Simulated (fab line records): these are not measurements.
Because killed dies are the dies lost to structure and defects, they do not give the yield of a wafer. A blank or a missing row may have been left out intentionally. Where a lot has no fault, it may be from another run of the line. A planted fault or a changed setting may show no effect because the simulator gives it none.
Chamber matching :: flow n5_finfet :: rie_diel-06 running N5_BEOL_M8_ETCH_72: 4 sister chambers
The step etches underlayer in N2/H2, target depth 6.5 nm, time 5.2 s. 8 wafers are shown with their chamber, then 8 later ones without.

## WAFERS, EACH WITH ITS CHAMBER
wafer: L079.5
chamber: 2
drypump_motor_current_A (A): 5.4
showerhead_plenum_p_Torr (Torr): 2.44

wafer: L081.2
chamber: 3
drypump_motor_current_A (A): 6.6
showerhead_plenum_p_Torr (Torr): 2.57

wafer: L081.4
chamber: 0
drypump_motor_current_A (A): 6.2
showerhead_plenum_p_Torr (Torr): 2.47

wafer: L081.5
chamber: 1
drypump_motor_current_A (A): 4.8
showerhead_plenum_p_Torr (Torr): 2.41

wafer: L086.3
chamber: 3
drypump_motor_current_A (A): 6.6
showerhead_plenum_p_Torr (Torr): 2.56

wafer: L086.4
chamber: 1
drypump_motor_current_A (A): 4.9
showerhead_plenum_p_Torr (Torr): 2.40

wafer: L086.5
chamber: 0
drypump_motor_current_A (A): 6.2
showerhead_plenum_p_Torr (Torr): 2.47

wafer: L091.1
chamber: 2
drypump_motor_current_A (A): 5.5
showerhead_plenum_p_Torr (Torr): 2.44

## WAFERS WITH NO CHAMBER GIVEN
wafer: L091.2
drypump_motor_current_A (A): 6.6
showerhead_plenum_p_Torr (Torr): 2.56

wafer: L091.3
drypump_motor_current_A (A): 6.2
showerhead_plenum_p_Torr (Torr): 2.46

wafer: L093.2
drypump_motor_current_A (A): 4.9
showerhead_plenum_p_Torr (Torr): 2.40

wafer: L093.3
drypump_motor_current_A (A): 6.3
showerhead_plenum_p_Torr (Torr): 2.46

wafer: L093.4
drypump_motor_current_A (A): 5.4
showerhead_plenum_p_Torr (Torr): 2.43

wafer: L097.2
drypump_motor_current_A (A): 6.6
showerhead_plenum_p_Torr (Torr): 2.55

wafer: L097.4
drypump_motor_current_A (A): 5.5
showerhead_plenum_p_Torr (Torr): 2.43

wafer: L097.5
drypump_motor_current_A (A): 6.6
showerhead_plenum_p_Torr (Torr): 2.55

## WHICH CHAMBER EACH WENT THROUGH
wafer: L091.2
from the rows above: 3
in truth: 3

wafer: L091.3
from the rows above: 0
in truth: 0

wafer: L093.2
from the rows above: 1
in truth: 1

wafer: L093.3
from the rows above: 0
in truth: 0

wafer: L093.4
from the rows above: 2
in truth: 2

wafer: L097.2
from the rows above: 3
in truth: 3

wafer: L097.4
from the rows above: 2
in truth: 2

wafer: L097.5
from the rows above: 3
in truth: 3
8 of 8 placed correctly. Number that these rows cannot place: 0. 0 placed wrongly.
How it was worked out, from the rows above alone: a wafer's distance from a chamber is the root of the sum, over the readings, of the square of ((its reading less the chamber's mean) divided by the reading's scatter). The wafer belongs to the nearest chamber; if the next one is less than 2 further off, it can't be placed. A chamber's mean is the mean of its shown wafers. The scatter: the root of (the sum of the squares of (reading less its chamber's mean) over the shown wafers, divided by (wafers less chambers)).
